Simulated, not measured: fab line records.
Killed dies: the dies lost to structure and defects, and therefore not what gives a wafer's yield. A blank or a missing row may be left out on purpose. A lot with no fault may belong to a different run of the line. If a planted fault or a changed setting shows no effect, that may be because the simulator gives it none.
Chamber matching ; flow n5-finfet ; N5_BEOL_M6_CURE_75 on uv-cure-02 has 3 sister chambers
The step cures SiCOH lowk, time 120 s. 3 wafers are shown with their chamber, then 9 later ones without.

== EACH WAFER AND ITS CHAMBER ==
wafer;chamber;wafer_temp_C_max
L077.4;0;371.6
L080.6;1;371.6
L085.5;2;371.1

== WAFERS MISSING THEIR CHAMBER ==
wafer;wafer_temp_C_max
L092.1;370.9
L092.3;370.9
L092.4;370.9
L094.3;372.9
L094.4;371.8
L094.6;371.9
L096.2;371.7
L096.3;371.8
L096.5;371.4

== CHAMBER TAKEN BY EACH ==
wafer;from the rows above;in truth
L092.1;can't be placed: 2 or 0 or 1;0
L092.3;can't be placed: 2 or 0 or 1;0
L092.4;can't be placed: 2 or 0 or 1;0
L094.3;can't be placed: 0 or 1 or 2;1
L094.4;can't be placed: 0 or 1 or 2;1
L094.6;can't be placed: 0 or 1 or 2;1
L096.2;can't be placed: 0 or 1 or 2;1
L096.3;can't be placed: 0 or 1 or 2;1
L096.5;can't be placed: 0 or 1 or 2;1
Placed correctly: 0 of 9. These rows do not allow placing 9 (true chamber among the candidates in 9). Placed wrongly: 0.
How it was worked out, from the rows above alone: a wafer's distance from a chamber is the root of the sum, over the readings, of the square of ((its reading less the chamber's mean) divided by the reading's scatter). The wafer belongs to the nearest chamber; if the next one is less than 2 further off, it can't be placed. A chamber's mean is the mean of its shown wafers. The scatter: with one shown wafer a chamber, the root of the mean of the squares of how far each hidden wafer lies from its nearest shown one.
